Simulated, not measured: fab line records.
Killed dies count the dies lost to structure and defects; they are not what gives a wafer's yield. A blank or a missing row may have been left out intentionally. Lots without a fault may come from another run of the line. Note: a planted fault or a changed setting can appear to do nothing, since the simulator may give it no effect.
A struck lot beside a sound one | flow n5Finfet | 15 steps out of a route of 1938
Sound: these wafers, L555.1, L555.2, L555.3. Struck: wafer L564.3 (left out: L564.5, a lot-mate that was not struck); the cause follows at the end.
At each step with rows: each side's tool, then ch and its chambers, then its first start. Under that, the readings that differ: sound wafers | struck wafers | difference of the means | sigmas: that difference in standard deviations of wafers without a fault.
alike: readings whose means differ by less than 2 such deviations, and words and numbers that are the same on both sides. not compared: withheld readings, readings that some wafer has no value for, bounds like >300 that may hide the same value, and numbers for which the record gives no deviation and whose values overlap.
A row with sigmas, a row that says differs or no value, or rows on one side alone: a step with any of these is where the two part. Numbers that have no deviation but don't overlap get no sigmas and don't part them. A reading missing from all wafers of one side parts the sides only when that side holds two or more wafers.

first, 2 steps without rows for these wafers: N5_PASSIVATION_DEVELOP_29 (develop time 60 s); N5_PASSIVATION_HARDBAKE_31 (time 120 s).
N5_PASSIVATION_CD_MEAS_30 targets a cd of 4000 nm.
  sound on cdSem-02 ch 0, day 13 05:06; struck on cdSem-03 ch 0, day 15 15:50
reading   | sound                | struck | difference | sigmas
cdNm (nm) | 4000.6 3998.1 4002.1 | 4005.9 | +5.6       | +2
N5_PASSIVATION_OVL_MEAS_63:
  sound on overlay-02 ch 0, day 13 05:08; struck on overlay-02 ch 0, day 15 15:52
  alike: PAD_OVL
N5_PASSIVATION_INSPECT_64: inspects for defects (macro).
  struck on defectInspect-02, day 15 15:53; sound on defectInspect-01, day 13 05:09
reading        | sound | struck | difference | sigmas
rawDefectCount | 0 4 2 | 6      | +4         | +3
N5_PASSIVATION_DESCUM_32: chemistry O2, time 7.9 s.
  sound on rieDiel-06 ch 0,2,3, day 13 05:11; struck on rieDiel-01 ch 2, day 15 15:55
  alike: chamberPressureMTorr, drypumpMotorCurrentA, oesProductAu, rfVppV, showerheadPlenumPTorr, tempC, throttleValvePct
  not compared: rfHoursCounterH
N5_PASSIVATION_AL_ETCH_33: etches Al in Cl2/BCl3, stops on TaN, target depth 2800 nm, time 466.7 s.
  sound on rieMetal-02 ch 0,1, day 13 05:16; struck on rieMetal-03 ch 0, day 15 16:10
  alike: chamberPressureMTorr, drypumpMotorCurrentA, mfcCl2Sccm, oesProductAu, throttleValvePct
  not compared: rfHoursCounterH
N5_PASSIVATION_ETCH_59: etches TaN in Cl2/BCl3, target depth 65 nm, time 34.9 s.
  sound on rieMetal-02 ch 0,1, day 13 05:40; struck on rieMetal-03 ch 0, day 15 16:28
  alike: chamberPressureMTorr, drypumpMotorCurrentA, mfcCl2Sccm, oesProductAu, throttleValvePct
  not compared: rfHoursCounterH
N5_PASSIVATION_STRIP_34: strips in O2.
  sound on rieDiel-06 ch 0,1,2, day 13 05:51; struck on rieDiel-04 ch 3, day 15 16:36
  alike: chamberPressureMTorr, drypumpMotorCurrentA, oesProductAu, rfVppV, showerheadPlenumPTorr, tempC, throttleValvePct
  not compared: rfHoursCounterH
then, 3 steps without rows for these wafers: N5_PASSIVATION_STRIP_51 (strips in post etch residue remover, time 1200 s); N5_PASSIVATION_CLEAN_69 (cleans in IPA, time 180 s); N5_PASSIVATION_SRD_70 (time 30 s).
N5_PASSIVATION_PECVD_53: deposits SiO2 from TEOS/O2, target thk 800 nm, time 169.4 s.
  sound on pecvd-04 ch 0,1,2, day 13 06:23; struck on pecvd-04 ch 1, day 15 17:08
reading                                       | sound             | struck | difference | sigmas
runLengthS (s)                                | 197.0 197.0 197.6 | 156.4  | -40.8      | -80
model.SiO2_of_PASSIVATION_PECVD_53.thkNm (nm) | 775.8 805.2 783.2 | 601    | -187       | 
N5_PASSIVATION_PECVD_35: deposits SiNx from SiH4/NH3/N2, target thk 700 nm, time 151.3 s.
  sound on pecvd-04 ch 0,1,2, day 13 06:30; struck on pecvd-04 ch 1, day 15 17:15
  alike: heaterPowerW, runLengthS, showerheadPlenumPTorr, throttleValvePct
N5_PASSIVATION_PROBE_49:
  rows exist in the record for the struck wafers here (prober-02, day 15 21:31), but not for the sound ones

== WHERE THEY PART ==
Earliest at N5_PASSIVATION_CD_MEAS_30; latest, in this record, at N5_PASSIVATION_PROBE_49.

WHY: what had been put in by the simulator
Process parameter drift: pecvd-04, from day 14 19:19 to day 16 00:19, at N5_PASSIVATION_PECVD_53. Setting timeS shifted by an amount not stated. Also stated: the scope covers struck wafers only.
